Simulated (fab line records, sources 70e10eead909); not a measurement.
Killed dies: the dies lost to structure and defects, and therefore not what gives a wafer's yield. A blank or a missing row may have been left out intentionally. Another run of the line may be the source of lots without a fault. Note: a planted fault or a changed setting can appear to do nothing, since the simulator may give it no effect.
Problem report in the 8D (eight disciplines) form, filled by code || flow nandHarc || the parts of the form that need people (team, actions taken, sign-off) are left out

1. WHAT WENT WRONG
At NHARC_A_M0_CD_MEAS_09, cdNm averages 75.3 nm over 6 wafers from 2 lots, while fault-free wafers read 79.9 nm, standard deviation 0.55. That puts it -8.4 standard deviations away from the usual mean.
The step: target cd 80 nm.
The first sign was on wafer L880.4 at day 27 14:47, on cdSem-03. The record holds 33 wafers of 11 lots with a number at this step. Rule for "out", or "out of limits": more than 4 standard deviations from the usual mean. Any other wafer with a number is counted as sound.

2. WHAT THIS IS AND IS NOT
{"question": "which readings at this step", "is": "cdNm", "is not": "-"}
{"question": "which lots", "is": "L880, L884", "is not": "L868, L869, L870, L871, L873, L874, L887, L888, L891"}
{"question": "which wafers of those lots", "is": "all that have a number", "is not": "-"}
{"question": "read on which gauges", "is": "cdSem-03", "is not": "cdSem-01, cdSem-02"}
{"question": "when", "is": "from day 27 14:47", "is not": "up to then (18 sound wafers); but 9 sound wafers of L887, L888, L891 came after"}

3. SUSPECTS, AND WHAT RULES EACH OUT
Counting: a tool at a process step up to the reading stays a suspect if it ran every lot that is out and no sound lot after the first of them.
- the gauge at NHARC_A_M0_CD_MEAS_09: ruled out. All the wafers that are out were read on cdSem-03, but those of them that NHARC_A_M0_EXPOSE_06 has rows for are out there too, on other tools.
- arfiScanner-02 at NHARC_A_M0_EXPOSE_06 (exposes mask A M0, target cd 80 nm): kept. Every lot that is out went through it, starting with L880 (day 27 14:40), and after that it ran no sound lot; the last sound lot it ran before then is L874 (day 25 05:52). On those wafers its own readings are out: exposureDoseMJCm2.
Remaining after the count: arfiScanner-02 at NHARC_A_M0_EXPOSE_06.

4. THE CAUSE (what the simulator had put in)
Process parameters drifting: arfiScanner-02 at NHARC_A_M0_EXPOSE_06, beginning at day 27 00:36. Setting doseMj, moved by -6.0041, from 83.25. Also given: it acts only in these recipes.
This tool alone remained once counting was done.

5. THE EFFECT CHAIN, in route order
Each row: a reading whose mean over the struck wafers that have a number lies more than 3 standard deviations from the usual. Scope: only readings with a usual standard deviation given in the record; hours: median across lots of the time from each lot's start at the first step in this table that gives one to its start at this step; sigmas: change in usual standard deviations.
{"hours": 0, "step": "NHARC_A_M0_EXPOSE_06", "reading": "exposureDoseMJCm2", "usual": 83.26, "on struck wafers": 77.85, "change": -5.41, "sigmas": -63}
{"hours": 0, "step": "NHARC_A_M0_CD_MEAS_09", "reading": "cdNm", "usual": "79.9 nm", "on struck wafers": 75.3, "change": -4.6, "sigmas": -8.4}
Its process steps:
- NHARC_A_M0_EXPOSE_06: exposes mask A M0, target cd 80 nm.
At these later measuring or inspecting steps, every struck wafer for which the step has a row has a number for every such reading, and none has moved that far: NHARC_END_SORT_01.

6. WHAT WOULD HAVE CAUGHT IT SOONER
In this record the first reading out of limits at a measuring or inspecting step was taken at day 27 14:47, 14 hours after the fault began at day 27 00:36.
The tool's own readings at NHARC_A_M0_EXPOSE_06 were out on every struck wafer that the step has a row for (exposureDoseMJCm2): an alarm limit on them would have fired on the first of those.
Of the lots that are out (2), L884 began NHARC_A_M0_EXPOSE_06 on arfiScanner-02 after day 27 14:47. Putting the tool on hold at that point would have spared it.
